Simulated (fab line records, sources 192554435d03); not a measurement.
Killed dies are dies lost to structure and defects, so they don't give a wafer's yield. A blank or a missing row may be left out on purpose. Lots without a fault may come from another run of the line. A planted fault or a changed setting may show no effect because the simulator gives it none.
Split-lot experiment | flow n5_finfet | 7 lots, 21 wafers read, on a route of 1938 steps

THE SPLIT
At N5_SDB_CUT_ETCH_26 (etches Si in HBr/Cl2/O2, target depth 129.6 nm, bt time 20 s, time 51.8 s), the setting icp_w was moved away from the recipe's 800 W on 6 of the 21 wafers read, by -16.0% to -4.9%. The other wafers ran this setting at the recipe's value.

The reading is taken at the split's own step.

THE READING
SDB.feature_depth_nm (the simulator's own value, which no gauge read), in nm, at N5_SDB_CUT_ETCH_26 (etches Si in HBr/Cl2/O2, target depth 129.6 nm, bt time 20 s, time 51.8 s). The file gives no usual value for it. The 15 wafers here that ran the recipe average 130.2 nm, standard deviation 0.86 nm.

wafer  | tool, chamber at the split | icp_w as run, W | against the recipe | SDB.feature_depth_nm, nm | against lot-mates on the recipe
L075.1 | rie_si-01, 3               | 672             | -16.0%             | 118                      | -13.0
L075.3 | rie_si-01, 1               | 672             | -16.0%             | 119                      | -12.0
L075.6 | rie_si-01, 1               | 800             | recipe             | 131                      | -
L081.2 | rie_si-03, 3               | 760.8           | -4.9%              | 129                      | -2.2
L081.5 | rie_si-03, 0               | 800             | recipe             | 131.2                    | -
L081.6 | rie_si-03, 1               | 760.8           | -4.9%              | 125.6                    | -5.6
L083.1 | rie_si-03, 3               | 800             | recipe             | 130.2                    | -
L083.3 | rie_si-03, 0               | 800             | recipe             | 131.6                    | -
L083.4 | rie_si-03, 2               | 710.1           | -11.2%             | 122.4                    | -8.5
L086.2 | rie_si-04, 3               | 800             | recipe             | 130.4                    | -
L086.4 | rie_si-04, 2               | 800             | recipe             | 129.8                    | -
L086.6 | rie_si-04, 3               | 800             | recipe             | 130                      | -
L088.1 | rie_si-04, 0               | 800             | recipe             | 129.4                    | -
L088.3 | rie_si-04, 2               | 800             | recipe             | 129                      | -
L088.6 | rie_si-04, 2               | 757.2           | -5.3%              | 127.4                    | -1.8
L093.1 | rie_si-03, 1               | 800             | recipe             | 128.8                    | -
L093.2 | rie_si-03, 0               | 800             | recipe             | 131.8                    | -
L093.4 | rie_si-03, 2               | 800             | recipe             | 129.6                    | -
L095.2 | rie_si-01, 2,3             | 800             | recipe             | 129.8                    | -
L095.4 | rie_si-01, 2,3             | 800             | recipe             | 129.8                    | -
L095.6 | rie_si-01, 0               | 800             | recipe             | 130                      | -
Where a row lists several chambers, the file gives one row for several wafers and doesn't say which wafer went through which chamber.

THE FIT
A straight line over all 21 wafers: SDB.feature_depth_nm changes by +0.711 nm for each +1% of icp_w; r = +0.97; the points scatter about the line by 1 nm.
The same after taking each lot's own level away (the mean of its wafers on the recipe; 21 wafers): +0.766 nm for each +1%; r = +0.97; scatter 0.97 nm.
On that fit, the largest move of icp_w shifts the reading by 12 nm.
The lots' own levels span 129.20 to 131.20 nm, that is 2.3 times the standard deviation above.
So the lot-to-lot level changes the slope little: the two slopes agree.
Check: with one of the wafers moved furthest among these (-16.0%) left out of the fit, the line predicts -11.7 nm for it against its lot-mates. It came out at -13 nm against them.

OTHER SPLITS ON THESE WAFERS
These wafers also went through other splits before the reading. Each is held against what the fit with the lots' levels taken away leaves over:
other split on the same wafers  | wafers away from the commonest value | r with SDB.feature_depth_nm (lot level and that fit taken away)
N5_DUMMY_GATE_EXPOSE_12 dose_mj | 9                                    | -0.18
N5_SD_EPI_N_EXPOSE_06 dose_mj   | 9                                    | -0.17
N5_SD_EPI_N_PEB_07 peb_temp_c   | 3                                    | -0.43

THE WHOLE CHAIN: every reading that the file lists as answering this split, in the file's order
step               | what it does                                                              | reading                                                               | change (the file's fit)               | r (the file's)
N5_SDB_CUT_ETCH_26 | etches Si in HBr/Cl2/O2, target depth 129.6 nm, bt time 20 s, time 51.8 s | etch.depth_nm (the simulator's own value, which no gauge read)        | +0.75 nm for each +1% of the setting  | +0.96
N5_SDB_CUT_ETCH_26 | etches Si in HBr/Cl2/O2, target depth 129.6 nm, bt time 20 s, time 51.8 s | SDB.feature_depth_nm (the simulator's own value, which no gauge read) | +0.746 nm for each +1% of the setting | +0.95

THE FILE'S OWN FIT
SDB.feature_depth_nm changes by +0.746 nm for each +1% of icp_w, r = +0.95.
